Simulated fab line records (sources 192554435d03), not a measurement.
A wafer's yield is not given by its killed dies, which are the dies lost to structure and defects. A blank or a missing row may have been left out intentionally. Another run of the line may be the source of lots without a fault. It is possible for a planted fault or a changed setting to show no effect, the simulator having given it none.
Struck lot and sound lot, side by side :: flow n5 finfet :: 16 out of 1938 route steps
Sound: wafers L809.1, L809.3, L809.4. Wafers struck: L822.1, L822.5, L822.6. The cause comes at the end.
At each step with rows: each side's tool, then ch and its chambers, then its first start. Under that, the readings that differ: sound wafers :: struck wafers :: difference of the means :: sigmas: that difference in standard deviations of wafers without a fault.
alike: words and numbers the same on both sides, and readings whose means are apart by under 2 such deviations; not compared: readings that were withheld, readings missing a value for some wafer, numbers with overlapping values and no deviation given by the record, and bounds like >300 which may hide the same value.
Wherever a step has rows on one side only, a row that says differs or no value, or a row with sigmas, the two part there. Numbers that have no deviation but don't overlap get no sigmas and don't part them. Lack of a reading on every wafer of one side parts them only where that side has two or more wafers.

first, 2 steps without rows for these wafers: N5_DUMMY_GATE_STRIP_38 (strips in N2/H2); N5_DUMMY_GATE_STRIP_39 (strips in N2/H2).
N5_DUMMY_GATE_TRIM_49: chemistry O2, time 29 s, target cd 14 nm.
  sound on rie si-06 ch 0,1,3, day 3 16:50; struck on rie si-05 ch 1,2, day 6 22:59
  alike: drypump motor current A, oes product au, temp c, throttle valve pct
  not compared: rf hours counter h
then, 1 step without rows for these wafers: N5_DUMMY_GATE_STRIP_40 (strips in CF4).
N5_DUMMY_GATE_CD_MEAS_50: target cd 14 nm.
  sound on cd sem-02 at day 3 17:04; struck on cd sem-01 at day 6 23:16
  alike: cd nm
N5_DUMMY_GATE_ETCH_31: etches SiO2 in C4F6/O2, target depth 82.5 nm, time 27.5 s.
  sound on rie diel-04 ch 0,2,3, day 3 17:14; struck on rie diel-05 ch 0,2,3, day 6 23:22
  alike: bias w, drypump motor current A, oes_ar_750_au, oes product au, rf vpp V, showerhead plenum p Torr, throttle valve pct
  not compared: rf hours counter h
then, 2 steps without rows for these wafers: N5_DUMMY_GATE_STRIP_41 (strips in O2); N5_DUMMY_GATE_HM_OPEN_21 (chemistry CH3F/O2, target SiNx, target depth 120 nm, time 171.4 s).
N5_DUMMY_GATE_ETCH_32: etches SiO2 in CF4, target depth 3.5 nm, time 3.9 s.
  sound on rie si-05 ch 1,2,3, day 3 17:29; struck on rie si-04 ch 1,2, day 6 23:37
  alike: bias w, drypump motor current A, oes product au, throttle valve pct
  not compared: rf hours counter h
N5_DUMMY_GATE_ETCH_23: etches poly-Si in HBr/Cl2/O2, target depth 41 nm, time 22.3 s.
  sound on rie si-05 ch 1,2,3, day 3 17:31; struck on rie si-04 ch 1,2, day 6 23:39
  alike: bias w, drypump motor current A, oes product au, throttle valve pct
  not compared: rf hours counter h
N5_DUMMY_GATE_ETCH_44: etches poly-Si in HBr/O2, stops on SiO2, target depth 127.5 nm.
  sound on rie si-05 ch 1,2,3, day 3 17:34; struck on rie si-04 ch 1,2, day 6 23:43
  alike: bias w, drypump motor current A, oes product au, throttle valve pct
  not compared: rf hours counter h
N5_DUMMY_GATE_CD_MEAS_24: target cd 15 nm.
  sound on cd sem-03 at day 3 17:41; struck on cd sem-03 at day 6 23:50
  alike: cd nm
N5_DUMMY_GATE_ETCH_42: etches SiO2 in CHF3/O2, target depth 3.5 nm, time 31 s.
  sound on rie diel-02 ch 0,1,2, day 3 17:44; struck on rie diel-05 ch 0,2, day 6 23:52
reading: bias w (W)
sound: 11.99 11.99 11.97
struck: 9.62 9.53 9.60
difference: -2.40
sigmas: -75

reading: rf vpp V (V)
sound: 40.9 43.1 43.5
struck: 34.2 37.2 35.6
difference: -6.8
sigmas: -7

reading: model.etch.depth nm (nm)
sound: 3.469 3.558 3.5
struck: 3.327 3.312 3.412
difference: -0.159
sigmas: 
  alike: drypump motor current A, oes_ar_750_au, oes product au, showerhead plenum p Torr, throttle valve pct
  not compared: rf hours counter h
then, 1 step without rows for these wafers: N5_DUMMY_GATE_STRIP_48 (strips in N2/H2, time 20 s).
-- the record jumps here: 5 days lie between the struck wafers' starts before and after (it left off in module DUMMY_GATE and takes up again in module BEOL_M4, whose first step shown is number 1111 of the route) --
N5_BEOL_M4_RC_MEAS_101:
  sound on prober-01 ch 0, day 8 13:20; struck on prober-02 ch 0, day 11 18:33
  alike: DIBL_N, DIBL_P, IOFF_N, IOFF_P, ION_N, ION_P, SS_N, SS_P, VT_N, VT_P
N5_PASSIVATION_PROBE_49:
  the record has rows for the sound wafers here (prober-02, day 12 21:14) and none for the struck ones

== WHERE THEY PART ==
First at N5_DUMMY_GATE_ETCH_42; last, within this record, at N5_PASSIVATION_PROBE_49.

WHY: whatever the simulator had introduced
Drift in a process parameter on rie diel-05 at N5_DUMMY_GATE_ETCH_42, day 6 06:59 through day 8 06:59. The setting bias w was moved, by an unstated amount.
